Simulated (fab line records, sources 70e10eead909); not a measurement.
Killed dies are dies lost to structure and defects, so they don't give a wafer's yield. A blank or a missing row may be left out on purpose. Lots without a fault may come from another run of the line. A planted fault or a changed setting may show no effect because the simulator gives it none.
Which tool did it? | flow nand_harc | 12 lots, 36 wafers sampled, at 4 steps of a route of 1302

WHAT THE GAUGES READ, wafer by wafer
The record holds no reading of a measuring or inspecting step that can be judged against a usual standard deviation.

WHICH TOOL RAN EACH LOT (tool, then ch and the chambers of the sampled wafers, then the start)
lot  | NHARC_A_CONTACT_ETCH_137             | NHARC_A_CONTACT_ETCH_92            | NHARC_A_BLC_DEVELOP_09            | NHARC_A_BLC_ETCH_17
L800 | har_cap_etch-02 ch 0,1, day 22 07:12 | rie_diel-06 ch 0,1,3, day 22 08:34 | litho_track-04 ch 0, day 22 12:00 | rie_diel-13 ch 0,2,3, no start
L801 | har_cap_etch-02 ch 0,1, day 23 08:38 | rie_diel-05 ch 2,3, day 23 09:46   | litho_track-04 ch 0, day 23 13:00 | rie_diel-01 ch 0,1,2, no start
L802 | har_cap_etch-01 ch 0,1, day 23 13:55 | rie_diel-06 ch 0,3, day 23 14:58   | litho_track-04 ch 0, day 23 17:00 | rie_diel-13 ch 2,3, no start
L804 | har_cap_etch-03 ch 0,1, day 24 00:50 | rie_diel-06 ch 1,3, day 24 02:09   | litho_track-06 ch 0, day 24 05:00 | rie_diel-13 ch 0,1, no start
L806 | har_cap_etch-03 ch 0,1, day 25 10:22 | rie_diel-06 ch 1,2,3, day 25 11:30 | litho_track-04 ch 0, day 25 14:00 | rie_diel-13 ch 0,1, no start
L808 | har_cap_etch-03 ch 1, day 25 19:44   | rie_diel-06 ch 0,2, day 25 20:52   | litho_track-04 ch 0, day 25 23:00 | rie_diel-01 ch 0,3, no start
L815 | har_cap_etch-01 ch 0,1, day 29 04:24 | rie_diel-06 ch 1,2,3, day 29 05:27 | litho_track-04 ch 0, day 29 08:00 | rie_diel-01 ch 2,3, no start
L816 | har_cap_etch-02 ch 0,1, day 29 09:56 | rie_diel-06 ch 1,2,3, day 29 11:04 | litho_track-06 ch 0, day 29 14:00 | rie_diel-13 ch 0,1, no start
L818 | har_cap_etch-02 ch 0,1, day 30 23:58 | rie_diel-06 ch 0,1,2, day 31 01:04 | litho_track-06 ch 0, day 31 04:00 | rie_diel-01 ch 0,2, no start
L820 | har_cap_etch-01 ch 0,1, day 31 03:23 | rie_diel-06 ch 1,3, day 31 04:30   | litho_track-06 ch 0, day 31 07:00 | rie_diel-13 ch 0,3, no start
L819 | har_cap_etch-03 ch 0,1, day 31 06:59 | rie_diel-06 ch 1,2,3, day 31 08:04 | litho_track-06 ch 0, day 31 11:00 | rie_diel-13 ch 1,2,3, no start
L821 | har_cap_etch-01 ch 0,1, day 31 22:56 | rie_diel-07 ch 1,2,3, day 32 00:05 | litho_track-04 ch 0, day 32 03:00 | rie_diel-01 ch 2,3, no start
- NHARC_A_CONTACT_ETCH_137: etches the open film in C4F8/O2/Ar, time 311 s, target depth 1912 nm.
- NHARC_A_CONTACT_ETCH_92: etches the open film in CH3F/O2, target depth 40 nm, time 85.7 s.
- NHARC_A_BLC_DEVELOP_09: develop time 35 s.
- NHARC_A_BLC_ETCH_17: etches the open film in N2/H2, target depth 390 nm, time 609.38 s.

WHAT THE TOOLS THEMSELVES READ (means of the sampled wafers that have a number; where no wafer has one, the mark that the record gives instead)
NHARC_A_CONTACT_ETCH_92. Usual: drypump_motor_current_A 5.7 A, standard deviation 0.53; o2_flow_sccm 29.98 sccm, standard deviation 0.083; oes_product_au 0.94 a.u., standard deviation 0.031; rf_vpp_V 244.8 V, standard deviation 1.5; showerhead_plenum_p_Torr 2.49 Torr, standard deviation 0.085; throttle_valve_pct 20.663 %, standard deviation 0.009.
lot  | tool        | drypump_motor_current_A (A) | o2_flow_sccm (sccm) | oes_product_au (a.u.) | rf_vpp_V (V) | showerhead_plenum_p_Torr (Torr) | throttle_valve_pct (%) | flag
L800 | rie_diel-06 | 5.6                         | 29.96               | 0.94                  | 245.8        | 2.48                            | 20.663                 |
L801 | rie_diel-05 | 5.9                         | 29.97               | 0.92                  | 246.1        | 2.57                            | 20.668                 |
L802 | rie_diel-06 | 6.0                         | 29.88               | 0.93                  | 245.4        | 2.53                            | 20.668                 |
L804 | rie_diel-06 | 5.1                         | 29.93               | 0.92                  | 244.4        | 2.42                            | 20.663                 |
L806 | rie_diel-06 | 5.5                         | 30.02               | 0.94                  | 244.2        | 2.46                            | 20.666                 |
L808 | rie_diel-06 | 6.3                         | 29.93               | 0.93                  | 245.1        | 2.53                            | 20.668                 |
L815 | rie_diel-06 | 5.5                         | 30.02               | 0.99                  | 244.5        | 2.45                            | 20.653                 |
L816 | rie_diel-06 | 5.6                         | 29.90               | 0.92                  | 244.6        | 2.45                            | 20.662                 |
L818 | rie_diel-06 | 5.9                         | 29.94               | 0.92                  | 245.0        | 2.49                            | 20.656                 |
L820 | rie_diel-06 | 5.2                         | 30.00               | 0.92                  | 243.9        | 2.43                            | 20.661                 |
L819 | rie_diel-06 | 5.5                         | 30.03               | 0.92                  | 244.6        | 2.45                            | 20.658                 |
L821 | rie_diel-07 | 5.9                         | 30.03               | 0.93                  | 246.3        | 2.58                            | 20.663                 |

NHARC_A_BLC_DEVELOP_09. Usual: developer_temp_C 23.01 C, standard deviation 0.095.
lot  | tool           | developer_temp_C (C) | flag
L800 | litho_track-04 | 23.07                |
L801 | litho_track-04 | 22.96                |
L802 | litho_track-04 | 22.84                |
L804 | litho_track-06 | 23.08                |
L806 | litho_track-04 | 24.00                | OFF
L808 | litho_track-04 | 23.96                | OFF
L815 | litho_track-04 | 23.00                |
L816 | litho_track-06 | 23.06                |
L818 | litho_track-06 | 23.05                |
L820 | litho_track-06 | 22.88                |
L819 | litho_track-06 | 23.07                |
L821 | litho_track-04 | 22.91                |

NHARC_A_BLC_ETCH_17. Usual: drypump_motor_current_A 5.8 A, standard deviation 0.41; oes_product_au 1.005 a.u., standard deviation 0.0075; rf_vpp_V 430.6 V, standard deviation 2.4; showerhead_plenum_p_Torr 2.04 Torr, standard deviation 0.081; throttle_valve_pct 14.172 %, standard deviation 0.0091.
lot  | tool        | drypump_motor_current_A (A) | oes_product_au (a.u.) | rf_vpp_V (V) | showerhead_plenum_p_Torr (Torr) | throttle_valve_pct (%) | flag
L800 | rie_diel-13 | 5.7                         | 1.003                 | 429.0        | 2.00                            | 14.170                 |
L801 | rie_diel-01 | 5.7                         | 1.001                 | 433.0        | 2.09                            | 14.175                 |
L802 | rie_diel-13 | 5.7                         | 1.007                 | 430.4        | 2.03                            | 14.172                 |
L804 | rie_diel-13 | 6.1                         | 0.999                 | 430.2        | 2.03                            | 14.175                 |
L806 | rie_diel-13 | 6.0                         | 1.002                 | 428.7        | 1.96                            | 14.175                 |
L808 | rie_diel-01 | 5.5                         | 1.012                 | 432.4        | 2.12                            | 14.164                 |
L815 | rie_diel-01 | 5.9                         | 1.014                 | 431.9        | 2.10                            | 14.181                 |
L816 | rie_diel-13 | 6.0                         | 0.997                 | 429.8        | 2.03                            | 14.167                 |
L818 | rie_diel-01 | 6.0                         | 1.009                 | 431.7        | 2.09                            | 14.171                 |
L820 | rie_diel-13 | 6.0                         | 0.993                 | 428.2        | 1.96                            | 14.168                 |
L819 | rie_diel-13 | 5.7                         | 1.002                 | 431.3        | 2.06                            | 14.170                 |
L821 | rie_diel-01 | 6.1                         | 1.013                 | 431.7        | 2.08                            | 14.167                 |

THE ANSWER, worked out from the rows above alone
Rule: a lot is off if the mean of its wafers that have a number lies more than 3 standard deviations from the usual mean. A lot without any number at a reading at which 4 lots or more have one is off too. The other lots that the step has rows for count as sound. The gauges are gone through in route order, then the tools' own readings, and for those a lot's mean is taken as printed above. The first step at which some lot is off is used, and at that step the reading that is off furthest; a lot without a number counts as furthest.
Off: L806, L808, at NHARC_A_BLC_DEVELOP_09 (developer_temp_C).
A tool fits if, at that step or a process step before it, it ran every lot that is off, and no sound lot after the first of them. None of those tried fits.

WHAT THE SIMULATOR HAD PUT IN
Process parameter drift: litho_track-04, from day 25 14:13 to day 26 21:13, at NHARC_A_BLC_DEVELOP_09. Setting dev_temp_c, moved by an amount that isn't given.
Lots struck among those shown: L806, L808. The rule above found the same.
